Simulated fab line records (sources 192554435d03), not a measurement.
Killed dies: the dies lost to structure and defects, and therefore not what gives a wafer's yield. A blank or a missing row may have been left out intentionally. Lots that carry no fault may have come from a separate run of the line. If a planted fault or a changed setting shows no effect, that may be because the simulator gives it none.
Chamber matching / flow n5Finfet / uvCure-02 running N5_BEOL_M9_CURE_71: 3 sister chambers
The step cures SiCOH lowk, time 240 s. 6 wafers are shown with their chamber, then 12 later ones without.

WAFERS, EACH WITH ITS CHAMBER
wafer=L078.3; chamber=0; lampPowerPct (%)=52.30; wafer_temp_C_max=387.3
wafer=L078.6; chamber=0; lampPowerPct (%)=52.35; wafer_temp_C_max=386.9
wafer=L081.4; chamber=1; lampPowerPct (%)=52.24; wafer_temp_C_max=387.8
wafer=L081.6; chamber=1; lampPowerPct (%)=52.26; wafer_temp_C_max=387.8
wafer=L082.3; chamber=2; lampPowerPct (%)=52.34; wafer_temp_C_max=386.6
wafer=L082.6; chamber=2; lampPowerPct (%)=52.40; wafer_temp_C_max=387.3

WAFERS WHOSE CHAMBER IS MISSING
wafer=L086.1; lampPowerPct (%)=52.28; wafer_temp_C_max=387.1
wafer=L086.4; lampPowerPct (%)=52.25; wafer_temp_C_max=386.6
wafer=L086.5; lampPowerPct (%)=52.31; wafer_temp_C_max=387.4
wafer=L087.1; lampPowerPct (%)=52.27; wafer_temp_C_max=387.3
wafer=L087.4; lampPowerPct (%)=52.29; wafer_temp_C_max=388.0
wafer=L087.5; lampPowerPct (%)=52.34; wafer_temp_C_max=388.1
wafer=L089.2; lampPowerPct (%)=52.35; wafer_temp_C_max=387.3
wafer=L089.3; lampPowerPct (%)=52.30; wafer_temp_C_max=387.7
wafer=L089.5; lampPowerPct (%)=52.29; wafer_temp_C_max=387.9
wafer=L094.3; lampPowerPct (%)=52.31; wafer_temp_C_max=386.8
wafer=L094.5; lampPowerPct (%)=52.24; wafer_temp_C_max=386.9
wafer=L094.6; lampPowerPct (%)=52.28; wafer_temp_C_max=387.2

EACH ONE'S CHAMBER
wafer=L086.1; from the rows above=can't be placed: 0 or 1 or 2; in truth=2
wafer=L086.4; from the rows above=can't be placed: 0 or 1 or 2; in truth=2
wafer=L086.5; from the rows above=can't be placed: 0 or 1 or 2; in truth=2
wafer=L087.1; from the rows above=can't be placed: 1 or 0 or 2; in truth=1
wafer=L087.4; from the rows above=can't be placed: 1 or 0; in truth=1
wafer=L087.5; from the rows above=can't be placed: 1 or 0 or 2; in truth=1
wafer=L089.2; from the rows above=can't be placed: 0 or 2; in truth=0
wafer=L089.3; from the rows above=can't be placed: 1 or 0 or 2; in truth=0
wafer=L089.5; from the rows above=can't be placed: 1 or 0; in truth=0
wafer=L094.3; from the rows above=can't be placed: 0 or 2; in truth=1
wafer=L094.5; from the rows above=can't be placed: 0 or 1 or 2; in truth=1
wafer=L094.6; from the rows above=can't be placed: 0 or 1 or 2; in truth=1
Placed correctly: 0 of 12. Not placeable from these rows: 12 (in 11, the candidates include the true chamber). Placed wrongly: 0.
How it was worked out, from the rows above alone: a wafer's distance from a chamber is the root of the sum, over the readings, of the square of ((its reading less the chamber's mean) divided by the reading's scatter). If the next closest chamber is less than 2 further off than the closest, the wafer can't be placed; otherwise it belongs to the closest. For every chamber, the mean is computed from those of its wafers that are shown. The scatter: take each reading less its chamber's mean, square it, sum over the shown wafers, divide by the number of wafers less the number of chambers, and take the root.
